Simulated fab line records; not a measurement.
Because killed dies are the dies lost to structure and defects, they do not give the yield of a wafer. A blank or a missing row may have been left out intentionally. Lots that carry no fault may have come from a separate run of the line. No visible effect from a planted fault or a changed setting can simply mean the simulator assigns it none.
A single fault, viewed from 2 desks | flow n5_finfet | only its own numbers are on each desk; what lay behind them is given at the end

## TOOL OWNER'S DESK, cmp-04
The tool's own readings at N5_BEOL_M13_CMP_49 (polishes, stops on SiOC, t overpolish 17.1 s, target thk 420 nm): means of the sampled wafers that have a number, for each lot that ran on this tool. Any lot whose mean is over 4 standard deviations away from the usual mean is out of limits and marked OUT; that distance is given in the brackets.
Columns: A = barrier_field_endpoint_s at N5_BEOL_M13_CMP_49, usual 30.1 s; B = clearing_platen_rpm at N5_BEOL_M13_CMP_49, usual 50.000 rpm; C = motor_current_A at N5_BEOL_M13_CMP_49, usual 6.0 A; D = overpolish_run_s at N5_BEOL_M13_CMP_49, usual 17.099 s
lot  | first seen here | A    | B      | C   | D
L290 | day 12 23:51    | 30.8 | 49.991 | 5.6 | 17.106
L289 | day 13 05:06    | 30.2 | 50.006 | 5.7 | 17.102
L288 | day 13 10:03    | 29.8 | 50.003 | 5.8 | 17.098
This desk's finding: nothing out of limits on any of the 3 lots.

## THE DEFECT DESK
Lot by lot, what the route's inspections counted, given as the mean of those sampled wafers with a number. Any lot whose mean is over 4 standard deviations away from the usual mean is out of limits and marked OUT; that distance is given in the brackets.
Columns: A = raw_defect_count at N5_BEOL_M13_INSPECT_55, usual 69
lot  | first seen here | A
L282 | day 11 06:50    | 73
L285 | day 11 20:55    | 58
L286 | day 12 00:18    | 46
L290 | day 13 00:18    | 63
L289 | day 13 05:32    | 60
L288 | day 13 10:30    | 312 (+11) OUT
L291 | day 13 14:28    | 93
L302 | day 15 21:33    | 66
L304 | day 17 04:05    | 52
L305 | day 17 05:16    | 58
This desk's verdict: out of limits on L288, starting with L288 at day 13 10:30 (raw_defect_count at N5_BEOL_M13_INSPECT_55). In limits: L282, L285, L286, L290, L289, L291, L302, L304, L305.

## TAKEN TOGETHER
The defect desk could have raised an alarm at day 13 10:30, on L288.
The desk of the tool owner found nothing out of limits.
Tool owner's desk: L288 on record, inside its limits.
Of the lots named, all ran N5_BEOL_M13_CMP_49 on cmp-04.

## WHAT HAD BEEN PUT IN BY THE SIMULATOR
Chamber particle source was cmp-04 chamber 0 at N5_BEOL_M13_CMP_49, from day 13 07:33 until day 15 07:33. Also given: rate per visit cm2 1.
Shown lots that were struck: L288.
Hours from the fault's start to each desk's first reading out of limits: the defect desk, 3.
